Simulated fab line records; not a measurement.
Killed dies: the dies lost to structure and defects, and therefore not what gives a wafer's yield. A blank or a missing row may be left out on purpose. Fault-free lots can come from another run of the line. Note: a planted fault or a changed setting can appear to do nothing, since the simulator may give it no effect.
Problem report in the 8D (eight disciplines) form, filled by code	flow nand_harc	the parts of the form that need people (team, actions taken, sign-off) are left out

== 1. PROBLEM STATEMENT ==
At NHARC_A_WL_FILL_ETCHBACK_26, run_length_s averages 31.33 s over 2 wafers from 2 lots, while fault-free wafers read 34.55 s, standard deviation 0.29. That puts it -11 standard deviations away from the usual mean.
The step: etches the open film in HBr, target depth 52 nm, time 13.3 s.
The first sign was on wafer L326.5 at day 20 11:23, on rie_si-05. The record has a number at this step for 36 wafers belonging to 12 lots. The rule behind "out" and "out of limits": a value lying over 4 standard deviations away from the usual mean. Any other wafer with a number is counted as sound.

== 2. WHAT IT IS AND WHAT IT IS NOT ==
question	is	is not
which readings at this step	run_length_s	drypump_motor_current_A, oes_product_au, throttle_valve_pct
which lots	L325, L326	L309, L310, L311, L314, L315, L317, L319, L320, L321, L328
which wafers of those lots	L325.5, L326.5	L325.3, L325.6, L326.3, L326.6
read on which tools	rie_si-05	rie_si-02, rie_si-06
when	from day 20 11:23	up to then (32 sound wafers); but 2 sound wafers of L325 came after

== 3. THE SUSPECTS, EACH WITH WHAT RULES IT OUT ==
Counting: any tool at a process step up to the reading remains a suspect provided it ran every lot that is out. Sound lots after the first of them don't rule it out here, since some wafers of a struck lot are sound.
- rie_si-05 at NHARC_A_WL_FILL_ETCHBACK_26 (etches the open film in HBr, target depth 52 nm, time 13.3 s): kept. It ran every lot that is out, first L326 (day 20 11:23); its last sound lot up to then is L328 (day 20 04:17). On those wafers its own readings are out: run_length_s.
After counting, what remains is rie_si-05 at NHARC_A_WL_FILL_ETCHBACK_26.

== 4. THE CAUSE (what the simulator had put in) ==
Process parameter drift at NHARC_A_WL_FILL_ETCHBACK_26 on rie_si-05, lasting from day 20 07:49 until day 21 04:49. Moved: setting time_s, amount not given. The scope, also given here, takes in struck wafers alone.
This tool alone remained once counting was done.

== 5. SEQUENCE OF EFFECTS, ordered by route ==
Each row: a reading whose mean over the struck wafers that have a number lies more than 3 standard deviations from the usual. Scope: only readings with a usual standard deviation given in the record; hours: median across lots of the time from each lot's start at the first step in this table that gives one to its start at this step; sigmas: change in usual standard deviations.
hours	step	reading	usual	on struck wafers	change	sigmas
0	NHARC_A_WL_FILL_ETCHBACK_26	run_length_s	34.55 s	31.33	-3.22	-11
Process steps it contains:
- NHARC_A_WL_FILL_ETCHBACK_26: etches the open film in HBr, target depth 52 nm, time 13.3 s.
Readings that are blank on the struck wafers while sound wafers have them: bias_w at NHARC_A_WL_FILL_ETCHBACK_26.
Later steps that measure or inspect, where all struck wafers having a row at the step show a number for every such reading and not one has moved that far: NHARC_END_SORT_01.

== 6. WHAT WOULD HAVE CAUGHT IT SOONER ==
In this record no reading fell out of limits until day 20 11:23, 4 hours after the fault had begun at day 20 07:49.
